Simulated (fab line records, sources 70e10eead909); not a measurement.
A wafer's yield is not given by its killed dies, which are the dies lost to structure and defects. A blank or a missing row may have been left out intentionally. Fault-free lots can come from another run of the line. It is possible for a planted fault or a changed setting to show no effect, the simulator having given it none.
Chamber matching ; flow nand harc ; cmp-02 running NHARC_P_CONTACT_CMP_24: 4 sister chambers
The step polishes, t overpolish 30 s, target thk 200 nm. 8 wafers are shown with their chamber, then 8 later ones without.

EACH WAFER AND ITS CHAMBER
wafer;chamber;motor current A (A);time to endpoint s (s)
L082.1;1;10.5;40.7
L082.3;2;12.6;43.4
L082.2;0;13.2;41.7
L082.6;2;12.2;42.6
L087.1;3;12.8;36.7
L087.5;0;12.2;43.0
L087.6;3;12.1;36.3
L087.2;1;10.8;34.0

WAFERS WHOSE CHAMBER IS MISSING
wafer;motor current A (A);time to endpoint s (s)
L087.3;11.9;37.3
L087.4;12.9;40.9
L093.2;11.0;38.2
L093.3;12.7;41.1
L093.5;12.7;43.3
L095.1;13.3;34.1
L095.4;10.7;33.6
L095.6;13.3;37.1

EACH ONE'S CHAMBER
wafer;from the rows above;in truth
L087.3;can't be placed: 3 or 2 or 1 or 0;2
L087.4;can't be placed: 0 or 2 or 3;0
L093.2;1;1
L093.3;can't be placed: 0 or 2 or 3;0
L093.5;can't be placed: 0 or 2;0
L095.1;can't be placed: 3 or 0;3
L095.4;1;1
L095.6;can't be placed: 3 or 0 or 2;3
Correctly placed: 2 of 8. These rows do not allow placing 6 (true chamber among the candidates in 6). 0 placed wrongly.
How it was worked out, from the rows above alone: a wafer's distance from a chamber is the root of the sum, over the readings, of the square of ((its reading less the chamber's mean) divided by the reading's scatter). The wafer belongs to the nearest chamber; if the next one is less than 2 further off, it can't be placed. The mean given for a chamber averages the wafers shown for that chamber. The scatter: the root of (the sum of the squares of (reading less its chamber's mean) over the shown wafers, divided by (wafers less chambers)).
